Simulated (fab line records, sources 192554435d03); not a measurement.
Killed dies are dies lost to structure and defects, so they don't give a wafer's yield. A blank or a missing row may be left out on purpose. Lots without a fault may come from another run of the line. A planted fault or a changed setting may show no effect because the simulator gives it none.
fab line records | flow n5_finfet
record lots=11 wafers=33 last_day=17
route steps=1938 shown BEOL_M8@1348 PASSIVATION@1936
lots that met no fault: from a run of the same line without faults
start_h: hours from the record's first day to the start of the lot's first wafer shown | wait_h: hours since the lot's step before | " the same as in the row above | L1.1+2: a row that stands for several wafers | - no value, or no start given | * or withheld: withheld | < > ~ a bound
route shown NAME@n: a module of which the file shows steps, and the number in the route of the first | usual: mean/standard deviation of fault-free wafers | same: alike in all rows | chamber/n: place in a boat | sites: the reading at each site | _std_site: their standard deviation | _edge_site: outer sites' mean less inner sites' | radius_mm: how far each site lies from the wafer's centre | mask NAME#n: copy n | behind: the tool/chamber that last shaped the wafer | hold: why the lot was held/for how many hours/how that ended | device: the transistor (n, p or np) that didn't switch | end of line: the same wafers' tests at the end of the route | a step without rows: its recipe alone | killed: dies lost to structure and defects at the first sort, not the wafer's yield | map: a wafer's dies, x killed, . not, _ none there
set.NAME: the setting as run; set.NAME@STEP: as run at that earlier step | model.NAME: the simulator's own value behind a step, which no gauge read
steps of the route over a sample of lots; a table a step, a row a wafer
services: from which hour (start_h, from the record's first day; less than 0 if before it) a tool's chamber was out of use, for how many hours, and why
## steps
# step N5_BEOL_M8_DESCUM_16
# recipe chemistry=O2 time_s=7.9 source_power_w=50 bias_power_w=20 pressure_mtorr=20 rf_frequency_hz=2.712e+07 temp_c=40 resist=CAR-ArF o2_flow_sccm=225
# usual drypump_motor_current_A=5.7/0.53 oes_product_au=0.83/0.083 rf_vpp_V=243.2/1.5 showerhead_plenum_p_Torr=2.10/0.086 throttle_valve_pct=20.32/0.24
# columns lot.wafer tool chamber start_h wait_h drypump_motor_current_A oes_product_au rf_hours_counter_h rf_vpp_V showerhead_plenum_p_Torr throttle_valve_pct
L852.2 rie_diel-02 2 207.68 0.2 5.5 0.94 17 247.1 2.24 20.36
L852.3 " 0 " " 5.6 0.72 196 241.6 1.99 20.53
L852.5 " 3 " " 6.5 0.68 - 243.2 1.96 20.05
L853.1 rie_diel-06 0 208.58 0.0 5.5 0.94 15 245.4 2.24 20.32
L853.5 " 2 " " 5.5 0.84 - 244.0 2.12 20.69
L853.6 " 3 " " 5.3 0.91 - 243.2 2.06 20.08
L854.1 rie_diel-06 0 211.24 0.2 5.5 0.94 16 246.3 2.24 20.31
L854.3 " 1 " " 4.9 0.80 132 241.6 2.10 20.22
L854.5 " 1 " " 4.9 0.79 - 242.6 2.10 20.21
L855.2 rie_diel-06 0 215.01 0.0 5.5 0.94 17 244.9 2.24 20.32
L855.5 " 0 " " 5.5 0.94 - 245.1 2.24 20.33
L855.6 " 3 " " 5.3 0.90 - 242.6 2.06 20.08
L856.3 rie_diel-01 1 229.26 0.0 6.7 0.91 22 243.1 2.05 20.46
L856.5 " 0 " " 6.0 0.77 - 244.2 2.08 20.30
L856.6 " 1 " " 6.7 0.92 - 243.0 2.04 20.45
L860.1 rie_diel-01 0 258.22 0.4 6.0 0.75 148 244.2 2.08 20.32
L860.2 " 2 " " 5.1 0.92 27 241.4 2.05 19.96
L860.5 " 1 " " 6.7 0.89 - 242.5 2.04 20.47
L865.2 rie_diel-01 2 291.05 0.1 5.2 0.89 40 243.6 2.05 19.97
L865.3 " 0 " " 6.0 0.74 159 242.8 2.07 20.32
L865.5 " 0 " " 6.0 0.74 - 244.5 2.07 20.33
L869.1 rie_diel-02 0 304.99 0.2 5.6 0.68 233 240.2 1.98 20.59
L869.2 " 1 " " 5.3 0.92 17 246.8 2.22 20.13
L869.5 " 0 " " 5.6 0.69 - 241.2 1.98 20.57
L866.1 rie_diel-06 1 312.75 0.0 4.9 0.77 166 243.8 2.09 20.27
L866.3 " 0 " " 5.5 0.88 49 244.6 2.23 20.37
L866.5 " 0 " " 5.5 0.89 - 245.2 2.23 20.38
L870.1 rie_diel-02 3 318.15 0.0 6.6 1.00 1 244.8 2.21 19.69
L870.2 " 0 " " 5.5 0.68 240 239.3 1.98 20.59
L870.3 " 2 " " 5.4 0.85 63 244.0 2.22 20.42
L871.1 rie_diel-02 3 351.11 0.8 6.5 0.95 10 245.0 2.21 19.71
L871.4 " 1 " " 5.4 0.89 34 243.9 2.22 20.17
L871.5 " 1 " " 5.3 0.89 - 244.2 2.22 20.17
# step N5_BEOL_M8_HM_OPEN_17
# recipe chemistry=Cl2/BCl3 target_depth_a=200 overetch_a=60 target=TiN mask_material=SOC ion_energy_ev=150 pressure_mtorr=10 icp_w=1000 bias_w=126 Cl2_flow_sccm=53.25 bcl3_flow_sccm=21.75 Ar_flow_sccm=25
# usual bias_w=126.0/0.37 drypump_motor_current_A=5.8/0.37 oes_product_au=0.67/0.09 throttle_valve_pct=22.16/0.16
# columns lot.wafer tool chamber start_h wait_h bias_w drypump_motor_current_A oes_product_au rf_hours_counter_h throttle_valve_pct
L852.2 rie_metal-02 0 207.96 0.0 125.5 5.8 0.58 82 21.99
L852.3 " 0 " " 125.9 5.8 0.58 - 21.98
L852.5 " 1 " " 126.5 5.3 0.70 - 22.35
L853.1 rie_metal-01 0 208.85 0.0 126.1 5.3 0.51 134 21.88
L853.5 " 1 " " 125.6 6.3 0.57 - 22.05
L853.6 " 0 " " 126.1 5.3 0.51 - 21.89
L854.1 rie_metal-03 0 211.52 0.0 125.5 6.2 0.66 41 22.26
L854.3 " 0 " " 126.4 6.2 0.66 - 22.28
L854.5 " 1 " " 126.4 5.7 0.81 - 22.25
L855.2 rie_metal-01 1 215.32 0.1 126.5 6.3 0.55 - 22.05
L855.5 " 1 " " 125.7 6.3 0.56 - 22.06
L855.6 " 1 " " 126.5 6.3 0.56 - 22.06
L856.3 rie_metal-01 1 229.60 0.1 125.8 6.3 0.56 - 22.07
L856.5 " 1 " " 125.7 6.3 0.55 - 22.05
L856.6 " 1 " " 125.8 6.3 0.56 - 22.06
L860.1 rie_metal-01 1 258.50 0.0 125.8 6.3 0.55 106 22.08
L860.2 " 0 " " 125.9 5.3 0.79 2 21.90
L860.5 " 1 " " 126.1 6.3 0.54 - 22.09
L865.2 rie_metal-02 0 291.33 0.0 125.6 5.8 0.58 90 21.99
L865.3 " 0 " " 125.4 5.8 0.58 - 21.98
L865.5 " 0 " " 125.5 5.8 0.58 - 21.98
L869.1 rie_metal-03 0 305.27 0.0 126.5 6.2 0.64 47 22.30
L869.2 " 1 " " 126.3 5.7 0.74 16 22.28
L869.5 " 0 " " 126.1 6.2 0.64 - 22.30
L866.1 rie_metal-03 0 313.03 0.0 125.8 6.2 0.65 48 22.29
L866.3 " 0 " " 126.3 6.1 0.64 - 22.28
L866.5 " 1 " " 125.7 5.8 0.75 - 22.27
L870.1 rie_metal-01 1 318.43 0.0 125.6 6.3 0.54 112 22.06
L870.2 " 0 " " 125.4 5.3 0.76 8 21.90
L870.3 " 0 " " 125.4 5.3 0.76 - 21.87
L871.1 rie_metal-02 0 351.39 0.0 126.1 5.8 0.57 94 21.99
L871.4 " 1 " " 125.8 5.2 0.69 - 22.39
L871.5 " 1 " " 125.7 5.2 0.69 - 22.39
# step N5_BEOL_M8_CD_MEAS_18
# recipe pitch_nm=80 target_cd_nm=40
# usual cd_nm=40.1/0.62
# columns lot.wafer tool chamber start_h wait_h cd_nm
L852.2 cd_sem-02 - 208.14 0.1 40.1
L852.3 " - " " 39.9
L852.5 " - " " 39.7
L853.1 cd_sem-02 - 209.14 0.0 40.0
L853.5 " - " " 41.1
L853.6 " - " " 40.3
L854.1 cd_sem-01 - 211.70 0.0 40.4
L854.3 " - " " 38.7
L854.5 " - " " 40.1
L855.2 cd_sem-01 - 215.57 0.1 40.5
L855.5 " - " " 40.8
L855.6 " - " " 40.3
L856.3 cd_sem-02 - 229.81 0.1 40.9
L856.5 " - " " 40.8
L856.6 " - " " 41.0
L860.1 cd_sem-03 - 258.68 0.0 39.2
L860.2 " - " " 39.0
L860.5 " - " " 39.6
L865.2 cd_sem-03 - 291.51 0.1 40.9
L865.3 " - " " 39.6
L865.5 " - " " 40.1
L869.1 cd_sem-03 - 305.60 0.0 41.7
L869.2 " - " " 40.6
L869.5 " - " " 40.8
L866.1 cd_sem-03 - 313.26 0.0 39.4
L866.3 " - " " 39.8
L866.5 " - " " 39.9
L870.1 cd_sem-01 - 318.63 0.0 41.5
L870.2 " - " " 40.8
L870.3 " - " " 41.7
L871.1 cd_sem-02 - 351.57 0.0 38.8
L871.4 " - " " 39.1
L871.5 " - " " 40.1
# step N5_BEOL_M8_EXPOSE_25
# recipe mask_id=V7 na=0.33 source_shape=annular sigma_inner=0.4 sigma_outer=0.8 polarization=unpolarized target_cd_nm=40 dose_mj=42.5
# usual exposure_dose_mJ_cm2=42.49/0.045
# columns lot.wafer tool chamber start_h wait_h mask exposure_dose_mJ_cm2
L852.2 euv_scanner-02 0 208.58 - V7#0 42.51
L852.3 " 0 " " V7#0 42.50
L852.5 " 0 " " V7#0 42.43
L853.1 euv_scanner-02 0 211.83 - V7#0 42.50
L853.5 " 0 " " V7#0 42.48
L853.6 " 0 " " V7#0 42.48
L854.1 euv_scanner-01 0 212.01 - V7#0 42.52
L854.3 " 0 " " V7#0 42.53
L854.5 " 0 " " V7#0 42.53
L855.2 euv_scanner-02 0 216.22 - V7#0 42.46
L855.5 " 0 " " V7#0 42.53
L855.6 " 0 " " V7#0 42.46
L856.3 euv_scanner-01 0 231.27 - V7#0 42.55
L856.5 " 0 " " V7#0 42.55
L856.6 " 0 " " V7#0 42.51
L860.1 euv_scanner-01 0 260.83 - V7#0 42.56
L860.2 " 0 " " V7#0 42.54
L860.5 " 0 " " V7#0 42.53
L865.2 euv_scanner-02 0 293.17 - V7#0 43.33
L865.3 " 0 " " V7#0 43.35
L865.5 " 0 " " V7#0 43.34
L869.1 euv_scanner-01 0 306.05 - V7#0 42.49
L869.2 " 0 " " V7#0 42.49
L869.5 " 0 " " V7#0 42.52
L866.1 euv_scanner-02 0 316.15 - V7#0 43.08
L866.3 " 0 " " V7#0 43.12
L866.5 " 0 " " V7#0 43.08
L870.1 euv_scanner-01 0 319.09 - V7#0 42.53
L870.2 " 0 " " V7#0 42.54
L870.3 " 0 " " V7#0 42.54
L871.1 euv_scanner-01 0 351.93 - V7#0 42.45
L871.4 " 0 " " V7#0 42.51
L871.5 " 0 " " V7#0 42.52
# step N5_PASSIVATION_PROBE_49
# usual defect_limited_yield=91.4/1.3 killed_at_M0_to_M3=34/10 killed_at_M4_up=14/5.6 killed_at_contacts=13/5.9 killed_at_front_end=37/9.9 killed_at_other=3.5/2.8 killed_dies=101/15 killed_open=67/12 killed_short=32/6.6 sort_bin_5_function=5.0/0.81 sort_bin_6_memory=3.2/0.66 sort_bin_8_speed=0.00/0.007 sort_n_pass=1079/15 sort_yield_pct=91.4/1.3
# same gross_dies=1180 killed_at_back_side=0 sort_bin_4_leakage[%]=0
# columns lot.wafer tool chamber start_h wait_h defect_limited_yield[%] killed_at_M0_to_M3 killed_at_M4_up killed_at_contacts killed_at_front_end killed_at_other killed_dies killed_open killed_short sort_bin_5_function[%] sort_bin_6_memory[%] sort_bin_8_speed[%] sort_n_pass sort_yield_pct[%]
L854.1 prober-01 - 287.90 0.0 92.3 24 15 14 30 8 91 56 34 4.7 2.6 0 1089 92.3
L854.3 prober-01 - 288.00 0.1 89.7 46 12 32 30 2 122 87 35 4.9 4.7 0 1058 89.7
L854.5 prober-01 - 288.10 0.2 91.5 31 11 22 30 6 100 71 28 5.5 2.7 0 1080 91.5
L855.2 prober-02 - 288.47 0.1 92.5 39 12 8 26 3 88 59 28 4.0 3.2 0 1092 92.5
L855.5 prober-02 - 288.62 0.2 92.6 33 22 4 26 2 87 61 23 4.4 2.5 0 1093 92.6
L855.6 prober-02 - 288.67 0.3 92.4 34 14 8 30 4 90 55 34 4.3 3.2 0 1090 92.4
L853.1 prober-02 - 289.88 0.0 91.3 29 14 17 36 7 103 73 26 5.1 3.2 0 1077 91.3
L853.5 prober-02 - 290.08 0.2 92.1 33 11 17 30 2 93 64 29 4.8 2.6 0 1087 92.1
L853.6 prober-02 - 290.13 0.3 92.1 35 3 16 35 4 93 55 38 4.7 2.9 0 1087 92.1
L852.2 prober-01 - 289.92 0.1 90.5 38 3 19 52 0 112 80 31 5.8 3.4 0.08 1067 90.4
L852.3 prober-01 - 289.97 0.1 90.8 34 13 6 55 1 109 69 39 5.3 3.7 0 1071 90.8
L852.5 prober-01 - 290.07 0.2 90.0 28 13 23 50 4 118 73 43 5.6 3.9 0 1062 90.0
L856.3 prober-02 - 308.74 0.1 91.7 29 11 19 35 4 98 65 32 5.1 2.8 0 1082 91.7
L856.5 prober-02 - 308.84 0.2 91.9 38 14 11 31 2 96 68 28 4.8 3.1 0 1084 91.9
L856.6 prober-02 - 308.89 0.3 90.8 42 15 11 41 0 109 81 28 6.4 2.5 0 1071 90.8
L860.1 prober-01 - 328.61 0.0 95.2 18 11 3 24 1 57 38 19 2.6 1.9 0 1123 95.2
L860.2 prober-01 - 328.66 0.1 91.9 26 12 9 43 5 95 56 38 4.7 3.0 0 1085 91.9
L860.5 prober-01 - 328.81 0.2 93.3 17 13 6 39 4 79 57 22 3.6 2.9 0 1101 93.3
L865.2 prober-02 - 359.23 0.1 93.7 18 13 22 16 5 74 42 32 3.4 2.7 0 1106 93.7
L865.3 prober-02 - 359.28 0.1 92.3 19 10 36 22 4 91 62 29 4.9 2.6 0 1089 92.3
L865.5 prober-02 - 359.38 0.2 90.8 29 10 25 44 0 108 66 42 5.4 3.6 0 1072 90.8
L869.1 prober-02 - 376.29 0.0 89.7 34 29 13 44 1 121 86 33 6.6 3.6 0 1059 89.7
L869.2 prober-02 - 376.34 0.1 91.4 34 13 18 31 6 102 65 36 4.7 3.7 0 1078 91.4
L869.5 prober-02 - 376.49 0.2 91.5 36 14 18 32 0 100 64 34 5.7 2.5 0 1080 91.5
L870.1 prober-01 - 395.85 0.0 93.6 26 12 4 25 9 76 45 29 4.0 2.0 0 1104 93.6
L870.2 prober-01 - 395.90 0.1 92.2 37 14 5 32 4 92 60 32 4.8 2.9 0 1088 92.2
L870.3 prober-01 - 395.95 0.1 91.2 40 4 17 39 4 104 58 45 5.2 3.5 0 1076 91.2
L866.1 prober-02 - 396.56 0.0 91.6 30 9 14 39 7 99 69 29 5.0 3.1 0 1081 91.6
L866.3 prober-02 - 396.66 0.1 93.1 20 9 18 33 1 81 59 20 3.9 2.8 0 1099 93.1
L866.5 prober-02 - 396.76 0.2 88.6 51 18 10 42 13 134 94 40 6.3 4.7 0 1046 88.6
L871.1 prober-02 - 418.65 0.6 89.9 29 20 19 47 4 119 81 36 6.0 3.6 0 1061 89.9
L871.4 prober-02 - 418.80 0.7 93.5 26 15 10 20 6 77 42 34 4.2 2.2 0 1103 93.5
L871.5 prober-02 - 418.85 0.8 90.4 37 23 13 38 2 113 82 28 5.8 3.5 0 1067 90.4
# killed by level:class
L854.1 MOL_CONTACT_COAG:geometric_particle:open=11 BEOL_M0_SAQP:geometric_particle:open=9 STARTING-WAFER:geometric_particle:short=6 BEOL_M0_SAQP:geometric_particle:short=5 BEOL_M3:geometric_particle:open=5 DUMMY_GATE:geometric_particle:open=4 BEOL_M6:geometric_particle:open=4 PASS1_CAP:geometric_particle:short=4
L854.3 MOL_CONTACT_COAG:geometric_particle:open=24 BEOL_M3:geometric_particle:open=14 FIN_SAQP:geometric_particle:short=10 BEOL_M0_SAQP:geometric_particle:open=10 MOL_CONTACT_COAG:geometric_particle:short=8 BEOL_M2:geometric_particle:open=8 GATE_CUT:geometric_particle:open=5 BEOL_M0_SAQP:geometric_particle:short=5
L854.5 MOL_CONTACT_COAG:geometric_particle:open=18 BEOL_M2:geometric_particle:open=11 BEOL_M3:geometric_particle:open=7 BEOL_M0_SAQP:geometric_particle:open=6 BEOL_M0_SAQP:geometric_particle:short=5 FIN_SAQP:geometric_particle:open=4 FIN_SAQP:geometric_particle:short=4 STI_FIN_REVEAL:geometric_particle:short=4
L855.2 BEOL_M2:geometric_particle:open=9 STI_FIN_REVEAL:geometric_particle:open=8 MOL_CONTACT_COAG:geometric_particle:open=8 BEOL_M0_SAQP:geometric_particle:open=6 GATE_CUT:geometric_particle:short=5 BEOL_M0_SAQP:geometric_particle:short=5 BEOL_M0:geometric_particle:open=5 BEOL_M1:geometric_particle:open=4
L855.5 BEOL_M2:geometric_particle:open=12 BEOL_M4:geometric_particle:open=10 GATE_CUT:geometric_particle:short=6 BEOL_M0_SAQP:geometric_particle:open=6 STI_FIN_REVEAL:geometric_particle:open=4 BEOL_M1:geometric_particle:open=4 FIN_SAQP:geometric_particle:open=3 GATE_CUT:geometric_particle:open=3
L855.6 MOL_CONTACT_COAG:geometric_particle:open=7 FIN_SAQP:geometric_particle:short=6 BEOL_M0_SAQP:geometric_particle:short=6 STI_FIN_REVEAL:geometric_particle:open=5 BEOL_M0_SAQP:geometric_particle:open=5 BEOL_M2:geometric_particle:open=5 BEOL_M4:geometric_particle:open=5 BEOL_M1:geometric_particle:short=4
L853.1 MOL_CONTACT_COAG:geometric_particle:open=15 BEOL_M1:geometric_particle:open=11 STI_FIN_REVEAL:geometric_particle:open=10 BEOL_M3:geometric_particle:open=8 BEOL_M4:geometric_particle:open=8 GATE_CUT:geometric_particle:short=5 BEOL_M0_SAQP:geometric_particle:open=5 GATE_CUT:geometric_particle:open=4
L852.2 FIN_SAQP:geometric_particle:open=16 MOL_CONTACT_COAG:geometric_particle:open=14 BEOL_M0_SAQP:geometric_particle:open=11 STI_FIN_REVEAL:geometric_particle:open=7 BEOL_M0_SAQP:geometric_particle:short=7 BEOL_M3:geometric_particle:open=7 FIN_SAQP:geometric_particle:short=6 DUMMY_GATE:geometric_particle:open=5
L852.3 FIN_SAQP:geometric_particle:open=14 STI_FIN_REVEAL:geometric_particle:open=13 BEOL_M0_SAQP:geometric_particle:open=8 BEOL_M4:geometric_particle:open=7 BEOL_M0:geometric_particle:short=7 FIN_SAQP:geometric_particle:short=6 MOL_CONTACT_COAG:geometric_particle:open=6 STARTING-WAFER:geometric_particle:short=6
L852.5 MOL_CONTACT_COAG:geometric_particle:open=16 DUMMY_GATE:geometric_particle:open=12 GATE_CUT:geometric_particle:open=8 BEOL_M0_SAQP:geometric_particle:open=8 BEOL_M4:geometric_particle:open=8 BEOL_M0_SAQP:geometric_particle:short=7 MOL_CONTACT_COAG:geometric_particle:short=7 BEOL_M1:geometric_particle:open=6
L853.5 MOL_CONTACT_COAG:geometric_particle:open=16 BEOL_M3:geometric_particle:open=9 BEOL_M1:geometric_particle:open=7 DUMMY_GATE:geometric_particle:open=6 STI_FIN_REVEAL:geometric_particle:open=5 GATE_CUT:geometric_particle:short=5 BEOL_M4:geometric_particle:open=5 FIN_SAQP:geometric_particle:short=4
L853.6 MOL_CONTACT_COAG:geometric_particle:open=11 FIN_SAQP:geometric_particle:short=10 BEOL_M1:geometric_particle:open=10 BEOL_M0:geometric_particle:open=7 FIN_SAQP:geometric_particle:open=6 GATE_CUT:geometric_particle:open=5 MOL_CONTACT_COAG:geometric_particle:short=5 GATE_CUT:geometric_particle:short=4
L856.3 MOL_CONTACT_COAG:geometric_particle:open=16 FIN_SAQP:geometric_particle:open=10 FIN_SAQP:geometric_particle:short=6 BEOL_M0_SAQP:geometric_particle:open=6 GATE_CUT:geometric_particle:short=5 BEOL_M0_SAQP:geometric_particle:short=5 STI_FIN_REVEAL:geometric_particle:open=4 BEOL_M4:geometric_particle:open=4
L856.5 BEOL_M3:geometric_particle:open=14 MOL_CONTACT_COAG:geometric_particle:open=10 STI_FIN_REVEAL:geometric_particle:open=8 BEOL_M4:geometric_particle:open=8 FIN_SAQP:geometric_particle:open=6 BEOL_M2:geometric_particle:open=6 BEOL_M0_SAQP:geometric_particle:short=4 BEOL_M3:geometric_particle:short=4
L856.6 FIN_SAQP:geometric_particle:open=13 STI_FIN_REVEAL:geometric_particle:open=12 BEOL_M2:geometric_particle:open=12 BEOL_M3:geometric_particle:open=8 MOL_CONTACT_COAG:geometric_particle:open=7 BEOL_M4:geometric_particle:open=6 BEOL_M1:geometric_particle:open=5 BEOL_M3:geometric_particle:short=5
L860.1 FIN_SAQP:geometric_particle:open=10 GATE_CUT:geometric_particle:short=5 BEOL_M2:geometric_particle:open=5 BEOL_M4:geometric_particle:open=4 STI_FIN_REVEAL:geometric_particle:open=3 MOL_CONTACT_COAG:geometric_particle:open=3 BEOL_M0_SAQP:geometric_particle:short=3 BEOL_M1:geometric_particle:short=3
L860.2 FIN_SAQP:geometric_particle:open=19 FIN_SAQP:geometric_particle:short=10 BEOL_M4:geometric_particle:open=7 MOL_CONTACT_COAG:geometric_particle:open=6 BEOL_M0_SAQP:geometric_particle:short=6 BEOL_M2:geometric_particle:open=6 DUMMY_GATE:geometric_particle:open=5 GATE_CUT:geometric_particle:short=4
L860.5 FIN_SAQP:geometric_particle:open=18 FIN_SAQP:geometric_particle:short=11 BEOL_M5:geometric_particle:open=7 BEOL_M1:geometric_particle:open=5 MOL_CONTACT_COAG:geometric_particle:open=4 BEOL_M0_SAQP:geometric_particle:short=4 STARTING-WAFER:geometric_particle:short=3 BEOL_M0_SAQP:geometric_particle:open=3
L865.2 MOL_CONTACT_COAG:geometric_particle:open=13 MOL_CONTACT_COAG:geometric_particle:short=9 BEOL_M4:geometric_particle:open=6 BEOL_M2:geometric_particle:open=5 FIN_SAQP:geometric_particle:short=4 BEOL_M0_SAQP:geometric_particle:short=4 STI_FIN_REVEAL:geometric_particle:open=3 ILD0:geometric_particle:short=2
L865.3 MOL_CONTACT_COAG:geometric_particle:open=27 MOL_CONTACT_COAG:geometric_particle:short=9 STI_FIN_REVEAL:geometric_particle:open=7 BEOL_M1:geometric_particle:open=7 STARTING-WAFER:geometric_particle:open=4 STI_FIN_REVEAL:geometric_particle:short=3 ILD0:geometric_particle:short=3 BEOL_M0_SAQP:geometric_particle:open=3
L865.5 STI_FIN_REVEAL:geometric_particle:open=17 MOL_CONTACT_COAG:geometric_particle:open=16 FIN_SAQP:geometric_particle:short=9 MOL_CONTACT_COAG:geometric_particle:short=9 BEOL_M2:geometric_particle:open=8 BEOL_M3:geometric_particle:short=8 STI_FIN_REVEAL:geometric_particle:short=7 BEOL_M0_SAQP:geometric_particle:open=5
L869.1 BEOL_M4:geometric_particle:open=14 FIN_SAQP:geometric_particle:open=11 STI_FIN_REVEAL:geometric_particle:open=9 BEOL_M0_SAQP:geometric_particle:open=9 FIN_SAQP:geometric_particle:short=8 MOL_CONTACT_COAG:geometric_particle:open=8 BEOL_M3:geometric_particle:open=8 BEOL_M2:geometric_particle:open=7
L869.2 MOL_CONTACT_COAG:geometric_particle:open=16 BEOL_M1:geometric_particle:open=10 GATE_CUT:geometric_particle:short=6 BEOL_M0_SAQP:geometric_particle:open=5 BEOL_M2:geometric_particle:open=5 BEOL_M4:geometric_particle:open=5 FIN_SAQP:geometric_particle:short=4 BEOL_M3:geometric_particle:short=4
L869.5 MOL_CONTACT_COAG:geometric_particle:open=13 BEOL_M1:geometric_particle:open=7 BEOL_M2:geometric_particle:open=7 BEOL_M3:geometric_particle:open=7 STI_FIN_REVEAL:geometric_particle:open=6 GATE_CUT:geometric_particle:short=6 BEOL_M0_SAQP:geometric_particle:short=5 STARTING-WAFER:geometric_particle:short=5
L870.1 BEOL_M0_SAQP:geometric_particle:short=8 BEOL_M2:geometric_particle:open=8 BEOL_M4:geometric_particle:open=5 FIN_SAQP:geometric_particle:open=4 STI_FIN_REVEAL:geometric_particle:open=3 DUMMY_GATE:geometric_particle:open=3 GATE_CUT:geometric_particle:short=3 GATE_CUT:geometric_particle:open=3
L870.2 BEOL_M0_SAQP:geometric_particle:short=15 FIN_SAQP:geometric_particle:open=10 BEOL_M2:geometric_particle:open=9 BEOL_M4:geometric_particle:open=9 FIN_SAQP:geometric_particle:short=7 STI_FIN_REVEAL:geometric_particle:open=7 BEOL_M0_SAQP:geometric_particle:open=7 MOL_CONTACT_COAG:geometric_particle:open=4
L870.3 BEOL_M0_SAQP:geometric_particle:short=18 MOL_CONTACT_COAG:geometric_particle:open=15 BEOL_M0_SAQP:geometric_particle:open=10 STI_FIN_REVEAL:geometric_particle:open=6 DUMMY_GATE:geometric_particle:open=6 GATE_CUT:geometric_particle:short=6 FIN_SAQP:geometric_particle:short=5 BEOL_M1:geometric_particle:open=4
L866.1 STI_FIN_REVEAL:geometric_particle:open=12 MOL_CONTACT_COAG:geometric_particle:open=12 BEOL_M0_SAQP:geometric_particle:open=10 BEOL_M0_SAQP:geometric_particle:short=7 FIN_SAQP:geometric_particle:open=4 BEOL_M1:geometric_particle:open=4 BEOL_M2:geometric_particle:open=4 BEOL_M4:geometric_particle:open=4
L866.3 MOL_CONTACT_COAG:geometric_particle:open=16 STI_FIN_REVEAL:geometric_particle:open=12 BEOL_M1:geometric_particle:open=8 FIN_SAQP:geometric_particle:open=6 STI_FIN_REVEAL:geometric_particle:short=4 BEOL_M0_SAQP:geometric_particle:open=3 BEOL_M0_SAQP:geometric_particle:short=3 ILD0:geometric_particle:open=2
L866.5 STI_FIN_REVEAL:geometric_particle:open=15 BEOL_M0_SAQP:geometric_particle:open=11 BEOL_M0_SAQP:geometric_particle:short=10 BEOL_M1:geometric_particle:open=9 MOL_CONTACT_COAG:geometric_particle:open=9 BEOL_M4:geometric_particle:open=9 BEOL_M2:geometric_particle:open=8 FIN_SAQP:geometric_particle:short=6
L871.1 MOL_CONTACT_COAG:geometric_particle:open=15 STI_FIN_REVEAL:geometric_particle:open=14 BEOL_M3:geometric_particle:open=8 BEOL_M0_SAQP:geometric_particle:short=7 FIN_SAQP:geometric_particle:short=5 FIN_SAQP:geometric_particle:open=5 DUMMY_GATE:geometric_particle:open=5 BEOL_M6:geometric_particle:open=5
L871.4 BEOL_M0_SAQP:geometric_particle:short=14 MOL_CONTACT_COAG:geometric_particle:open=8 BEOL_M4:geometric_particle:open=8 STI_FIN_REVEAL:geometric_particle:open=4 BEOL_M0_SAQP:geometric_particle:open=4 BEOL_M2:geometric_particle:open=4 ILD0:geometric_particle:short=3 STARTING-WAFER:geometric_particle:short=3
L871.5 STI_FIN_REVEAL:geometric_particle:open=13 MOL_CONTACT_COAG:geometric_particle:open=11 BEOL_M2:geometric_particle:open=10 BEOL_M3:geometric_particle:open=9 BEOL_M0_SAQP:geometric_particle:open=6 BEOL_M4:geometric_particle:open=6 FIN_SAQP:geometric_particle:open=5 BEOL_M0_SAQP:geometric_particle:short=5
## services
# columns tool chamber start_h hours kind
euv_scanner-02 - 187.13 0.9 repair
rie_metal-03 0 196.03 8.7 repair
euv_scanner-01 - 207.90 1.0 pm
rie_diel-02 1 209.60 1.2 repair
rie_diel-06 2 212.80 6.6 repair
euv_scanner-02 - 221.79 1.0 pm
rie_diel-01 0 231.78 6.0 repair
euv_scanner-02 - 236.83 17.3 pm
euv_scanner-02 - 256.61 4.8 repair
rie_metal-03 0 260.76 36.1 repair
rie_diel-02 0 262.90 4.5 repair
euv_scanner-01 - 264.05 1.0 pm
euv_scanner-01 - 277.59 4.6 pm
euv_scanner-02 - 282.19 1.0 pm
euv_scanner-01 - 288.82 0.5 repair
rie_metal-02 1 294.58 2.0 repair
euv_scanner-01 - 301.69 1.3 repair
euv_scanner-01 - 316.86 0.9 repair
euv_scanner-01 - 320.20 1.0 pm
rie_diel-06 0 323.70 2.2 repair
euv_scanner-02 - 325.38 2.0 repair
euv_scanner-01 - 326.58 0.6 repair
euv_scanner-02 - 334.04 1.0 pm
euv_scanner-02 - 344.22 4.6 pm
## key
first_sign step=N5_BEOL_M8_EXPOSE_25 reading=exposure_dose_mJ_cm2 direction=up sigmas=16 usual=42.49 struck=43.22
effect none on later readings
met_at N5_BEOL_M8_EXPOSE_25
struck_lots L865,L866
loop_trim step=N5_BEOL_M8_EXPOSE_25 setting=dose lots=L866
not_acting_at N5_BEOL_M8_DESCUM_16,N5_BEOL_M8_HM_OPEN_17,N5_BEOL_M8_CD_MEAS_18
onset_between 216.22 293.17
fault kind=process_parameter_drift tool=euv_scanner-02 chamber=- onset_h=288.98 steps=N5_BEOL_M8_EXPOSE_25 channel=dose_mj offset=0.88965 shape=step acts_in=these_recipes_only stated=42.5
# loop_trim: a control loop set the setting to another value than it would have without faults
